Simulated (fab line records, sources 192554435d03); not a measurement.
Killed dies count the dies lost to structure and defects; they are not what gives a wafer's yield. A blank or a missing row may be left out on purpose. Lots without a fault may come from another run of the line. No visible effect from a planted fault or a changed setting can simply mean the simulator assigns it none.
Which tool did it? || flow n5-finfet || 12 lots with 36 wafers sampled at 3 steps, on a route of 1938 steps

WHAT THE GAUGES READ, wafer by wafer
N5_BEOL_M0_SAQP_CD_MEAS_14: the cd target is 42.5 nm.
{"lot": "L075", "measured": "day 5 18:04", "on": "cd-sem-01", "cd-nm (nm)": "42.1 42.1 42.4"}
{"lot": "L077", "measured": "day 6 07:01", "on": "cd-sem-03", "cd-nm (nm)": "41.7 42.3 42.0"}
{"lot": "L079", "measured": "day 6 21:01", "on": "cd-sem-02", "cd-nm (nm)": "42.1 42.5 42.6"}
{"lot": "L081", "measured": "day 7 05:01", "on": "cd-sem-02", "cd-nm (nm)": "42.6 42.5 42.0"}
{"lot": "L083", "measured": "day 7 17:54", "on": "cd-sem-01", "cd-nm (nm)": "42.6 42.6 42.7"}
{"lot": "L085", "measured": "day 8 07:45", "on": "cd-sem-02", "cd-nm (nm)": "42.8 42.1 42.7"}
{"lot": "L087", "measured": "day 8 19:44", "on": "cd-sem-03", "cd-nm (nm)": "42.4 42.0 41.5"}
{"lot": "L089", "measured": "day 9 04:03", "on": "cd-sem-01", "cd-nm (nm)": "42.4 42.8 42.0"}
{"lot": "L091", "measured": "day 9 14:38", "on": "cd-sem-03", "cd-nm (nm)": "42.1 41.7 42.0"}
{"lot": "L093", "measured": "day 10 03:41", "on": "cd-sem-01", "cd-nm (nm)": "42.4 41.5 42.4"}
{"lot": "L095", "measured": "day 10 11:59", "on": "cd-sem-03", "cd-nm (nm)": "42.6 41.7 42.6"}
{"lot": "L097", "measured": "day 11 09:04", "on": "cd-sem-02", "cd-nm (nm)": "42.4 42.3 42.2"}

EACH LOT AND THE TOOL THAT RAN IT (in order: tool; ch and the chambers of the sampled wafers; start)
{"lot": "L075", "N5_MOL_CONTACT_COAG_PRE_CLEAN_141": "pvd-sputter-02, day 5 02:03", "N5_MOL_CONTACT_COAG_ALD_131": "ald-sin-02 ch 2,3, day 5 08:53"}
{"lot": "L077", "N5_MOL_CONTACT_COAG_PRE_CLEAN_141": "pvd-sputter-02, day 5 13:43", "N5_MOL_CONTACT_COAG_ALD_131": "ald-sin-04 ch 1,2, day 5 22:13"}
{"lot": "L079", "N5_MOL_CONTACT_COAG_PRE_CLEAN_141": "pvd-sputter-01, day 6 04:49", "N5_MOL_CONTACT_COAG_ALD_131": "ald-sin-02 ch 0,3, day 6 13:57"}
{"lot": "L081", "N5_MOL_CONTACT_COAG_PRE_CLEAN_141": "pvd-sputter-01, day 6 13:02", "N5_MOL_CONTACT_COAG_ALD_131": "ald-sin-03 ch 2,3, day 6 20:27"}
{"lot": "L083", "N5_MOL_CONTACT_COAG_PRE_CLEAN_141": "pvd-sputter-01, day 7 00:42", "N5_MOL_CONTACT_COAG_ALD_131": "ald-sin-03 ch 0,1,2, day 7 08:26"}
{"lot": "L085", "N5_MOL_CONTACT_COAG_PRE_CLEAN_141": "pvd-sputter-02, day 7 15:28", "N5_MOL_CONTACT_COAG_ALD_131": "ald-sin-02 ch 1,2, day 8 00:14"}
{"lot": "L087", "N5_MOL_CONTACT_COAG_PRE_CLEAN_141": "pvd-sputter-03, day 8 00:34", "N5_MOL_CONTACT_COAG_ALD_131": "ald-sin-04 ch 0,1, day 8 10:34"}
{"lot": "L089", "N5_MOL_CONTACT_COAG_PRE_CLEAN_141": "pvd-sputter-03, day 8 11:43", "N5_MOL_CONTACT_COAG_ALD_131": "ald-sin-04 ch 1,2,3, day 8 19:44"}
{"lot": "L091", "N5_MOL_CONTACT_COAG_PRE_CLEAN_141": "pvd-sputter-02, day 8 23:28", "N5_MOL_CONTACT_COAG_ALD_131": "ald-sin-04 ch 1,3, day 9 06:31"}
{"lot": "L093", "N5_MOL_CONTACT_COAG_PRE_CLEAN_141": "pvd-sputter-02, day 9 12:21", "N5_MOL_CONTACT_COAG_ALD_131": "ald-sin-03 ch 1,2,3, day 9 19:40"}
{"lot": "L095", "N5_MOL_CONTACT_COAG_PRE_CLEAN_141": "pvd-sputter-03, day 9 22:42", "N5_MOL_CONTACT_COAG_ALD_131": "ald-sin-02 ch 1,2, day 10 04:49"}
{"lot": "L097", "N5_MOL_CONTACT_COAG_PRE_CLEAN_141": "pvd-sputter-01, day 10 15:40", "N5_MOL_CONTACT_COAG_ALD_131": "ald-sin-02 ch 0,2, day 10 23:10"}
- N5_MOL_CONTACT_COAG_PRE_CLEAN_141: time 60 s.
- N5_MOL_CONTACT_COAG_ALD_131: deposits SiO2, target thk 5 nm, pulse time 1 s, co reactant pulse time 1 s.

THE ANSWER, worked out from the rows above alone
Rule: the usual values come from the lots themselves. Put in order of their means at a reading, lots are off if they are a third of the lots or fewer, leave a main group of 4 or more, and stand apart from it by a gap of 3 or more times the standard deviation of the main group's means; of several such gaps the widest counts. The tables above print the reading to a certain number of digits; a main group whose means all agree to those digits is not used. Also off: a lot with no number at a reading for which 4 or more lots have one. Any other lot the step has rows for is counted as sound.
None of the lots is off at any reading shown; this tells nothing.

WHAT WAS PUT IN BY THE SIMULATOR
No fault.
